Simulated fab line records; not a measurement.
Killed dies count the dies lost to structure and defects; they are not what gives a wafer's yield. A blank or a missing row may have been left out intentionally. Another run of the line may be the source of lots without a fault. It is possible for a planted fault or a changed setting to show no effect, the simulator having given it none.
Matching of chambers + flow nand_harc + 4 sister chambers for NHARC_A_STAIRCASE_ETCHBACK_422 on rie_diel-01
The step etches the open film in CH3F/O2, target depth 40 nm, time 74.286 s. 4 wafers are shown with their chamber, then 9 later ones without.

== EACH WAFER AND ITS CHAMBER ==
| wafer  | chamber | showerhead_plenum_p_Torr (Torr) |
|--------|---------|---------------------------------|
| L091.2 | 3       | 2.55                            |
| L093.2 | 1       | 2.31                            |
| L093.3 | 0       | 2.54                            |
| L093.4 | 2       | 2.48                            |

== WAFERS WITH NO CHAMBER GIVEN ==
| wafer  | showerhead_plenum_p_Torr (Torr) |
|--------|---------------------------------|
| L094.4 | 2.55                            |
| L094.5 | 2.31                            |
| L094.6 | 2.54                            |
| L095.2 | 2.31                            |
| L095.5 | 2.48                            |
| L095.6 | 2.31                            |
| L097.3 | 2.30                            |
| L097.4 | 2.54                            |
| L097.6 | 2.54                            |

== CHAMBER TAKEN BY EACH ==
| wafer  | from the rows above | in truth |
|--------|---------------------|----------|
| L094.4 | 3                   | 3        |
| L094.5 | 1                   | 1        |
| L094.6 | 0                   | 0        |
| L095.2 | 1                   | 1        |
| L095.5 | 2                   | 2        |
| L095.6 | 1                   | 1        |
| L097.3 | 1                   | 1        |
| L097.4 | 0                   | 0        |
| L097.6 | 0                   | 0        |
Correct placement for 9 of the 9. Left unplaced by these rows: 0. Placed wrongly: 0.
How it was worked out, from the rows above alone: a wafer's distance from a chamber is the root of the sum, over the readings, of the square of ((its reading less the chamber's mean) divided by the reading's scatter). The wafer belongs to the nearest chamber; if the next one is less than 2 further off, it can't be placed. A chamber's mean is the mean of its shown wafers. The scatter (one wafer shown for each chamber): square how far every hidden wafer sits from the nearest shown wafer, average those squares and take the square root.
